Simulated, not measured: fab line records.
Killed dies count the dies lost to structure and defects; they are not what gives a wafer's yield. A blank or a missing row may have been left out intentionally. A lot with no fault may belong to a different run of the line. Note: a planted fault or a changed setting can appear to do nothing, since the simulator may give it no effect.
Chamber matching / flow n5 finfet / N5_SDB_STRIP_21 on rie diel-05 has 4 sister chambers
The step strips in CF4. 8 wafers are shown with their chamber, then 8 later ones without.

WAFERS WITH THEIR CHAMBER
wafer=L076.6; chamber=0; showerhead plenum p Torr (Torr)=1.87; throttle valve pct (%)=13.52
wafer=L082.3; chamber=2; showerhead plenum p Torr (Torr)=1.77; throttle valve pct (%)=13.78
wafer=L083.4; chamber=2; showerhead plenum p Torr (Torr)=1.77; throttle valve pct (%)=13.76
wafer=L085.2; chamber=1; showerhead plenum p Torr (Torr)=1.83; throttle valve pct (%)=13.17
wafer=L085.4; chamber=1; showerhead plenum p Torr (Torr)=1.83; throttle valve pct (%)=13.14
wafer=L087.4; chamber=0; showerhead plenum p Torr (Torr)=1.87; throttle valve pct (%)=13.56
wafer=L087.5; chamber=3; showerhead plenum p Torr (Torr)=1.77; throttle valve pct (%)=13.64
wafer=L088.1; chamber=3; showerhead plenum p Torr (Torr)=1.76; throttle valve pct (%)=13.66

WAFERS MISSING THEIR CHAMBER
wafer=L088.2; showerhead plenum p Torr (Torr)=1.83; throttle valve pct (%)=13.14
wafer=L088.5; showerhead plenum p Torr (Torr)=1.76; throttle valve pct (%)=13.65
wafer=L092.2; showerhead plenum p Torr (Torr)=1.76; throttle valve pct (%)=13.67
wafer=L092.4; showerhead plenum p Torr (Torr)=1.86; throttle valve pct (%)=13.60
wafer=L092.5; showerhead plenum p Torr (Torr)=1.76; throttle valve pct (%)=13.66
wafer=L093.1; showerhead plenum p Torr (Torr)=1.76; throttle valve pct (%)=13.67
wafer=L093.4; showerhead plenum p Torr (Torr)=1.86; throttle valve pct (%)=13.60
wafer=L093.5; showerhead plenum p Torr (Torr)=1.83; throttle valve pct (%)=13.20

CHAMBER TAKEN BY EACH
wafer=L088.2; from the rows above=1; in truth=1
wafer=L088.5; from the rows above=3; in truth=3
wafer=L092.2; from the rows above=3; in truth=3
wafer=L092.4; from the rows above=0; in truth=0
wafer=L092.5; from the rows above=3; in truth=3
wafer=L093.1; from the rows above=3; in truth=3
wafer=L093.4; from the rows above=0; in truth=0
wafer=L093.5; from the rows above=1; in truth=1
Correct placement for 8 of the 8. Number that these rows cannot place: 0. Wrongly placed: 0.
How it was worked out, from the rows above alone: a wafer's distance from a chamber is the root of the sum, over the readings, of the square of ((its reading less the chamber's mean) divided by the reading's scatter). If the next closest chamber is less than 2 further off than the closest, the wafer can't be placed; otherwise it belongs to the closest. Each chamber's mean is taken over the wafers shown for it. The scatter is the square root of a quotient: the sum, over the shown wafers, of each reading's squared deviation from its chamber's mean, divided by wafers minus chambers.
